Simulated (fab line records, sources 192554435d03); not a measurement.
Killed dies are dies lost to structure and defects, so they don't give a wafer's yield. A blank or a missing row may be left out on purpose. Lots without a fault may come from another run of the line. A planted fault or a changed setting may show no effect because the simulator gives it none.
Chamber matching | flow n5_finfet | N5_FIN_SAQP_SPACER2_ALD_28 on ald_sin-03: 4 sister chambers
The step deposits SiO2, target thk 8.1 nm, pulse time 1 s, purge time 2 s. 20 wafers are shown with their chamber, then 10 later ones without.

WAFERS WITH THEIR CHAMBER
wafer  | chamber | heater_power_w (W) | precursor_pulse_height_rel
L075.3 | 3       | 493                | 0.994
L075.4 | 1       | 391                | 0.985
L075.6 | 3       | 486                | 0.964
L079.1 | 0       | 461                | 0.993
L079.3 | 1       | 404                | 0.990
L079.5 | 3       | 468                | 0.981
L081.2 | 3       | 488                | 1.001
L081.5 | 2       | 393                | 1.015
L081.6 | 3       | 485                | 0.994
L082.1 | 0       | 455                | 1.002
L082.2 | 2       | 390                | 0.989
L082.3 | 3       | 481                | 1.018
L084.3 | 3       | 491                | 1.010
L084.4 | 0       | 469                | 0.997
L084.6 | 1       | 392                | 1.007
L089.1 | 0       | 464                | 0.984
L089.5 | 0       | 466                | 0.993
L089.6 | 3       | 492                | 1.013
L091.1 | 3       | 485                | 1.027
L091.2 | 0       | 465                | 1.003

SIGNATURES (means of the wafers above)
reading                    | chamber 0 | chamber 1 | chamber 2 | chamber 3 | scatter within a chamber
heater_power_w             | 463.33    | 395.67    | 391.50    | 485.44    | 6.56
precursor_pulse_height_rel | 0.99533   | 0.99400   | 1.00200   | 1.00022   | 0.0156
Rule: a wafer's distance from a chamber is the root of the sum, over the readings, of the square of ((its reading less the chamber's mean) divided by the reading's scatter). The wafer belongs to the nearest chamber; if the next one is less than 2 further off, it can't be placed. The scatter: the root of (the sum of the squares of (reading less its chamber's mean) over the shown wafers, divided by (wafers less chambers)).

WAFERS WITHOUT THEIR CHAMBER
wafer  | heater_power_w (W) | precursor_pulse_height_rel
L091.6 | 388                | 1.019
L092.1 | 404                | 1.006
L092.3 | 399                | 1.006
L092.4 | 451                | 0.953
L095.2 | 490                | 0.996
L095.3 | 394                | 0.995
L095.5 | 396                | 1.012
L096.2 | 404                | 0.945
L096.4 | 461                | 0.958
L096.5 | 384                | 0.996

WHICH CHAMBER EACH WENT THROUGH
wafer  | from the rows above     | in truth
L091.6 | can't be placed: 2 or 1 | 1
L092.1 | can't be placed: 1 or 2 | 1
L092.3 | can't be placed: 1 or 2 | 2
L092.4 | 0                       | 0
L095.2 | 3                       | 3
L095.3 | can't be placed: 1 or 2 | 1
L095.5 | can't be placed: 2 or 1 | 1
L096.2 | can't be placed: 1 or 2 | 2
L096.4 | 0                       | 0
L096.5 | can't be placed: 2 or 1 | 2
Placed correctly: 3 of 10. Can't be placed from these rows: 7 (the true chamber is among the candidates in 7). Placed wrongly: 0.
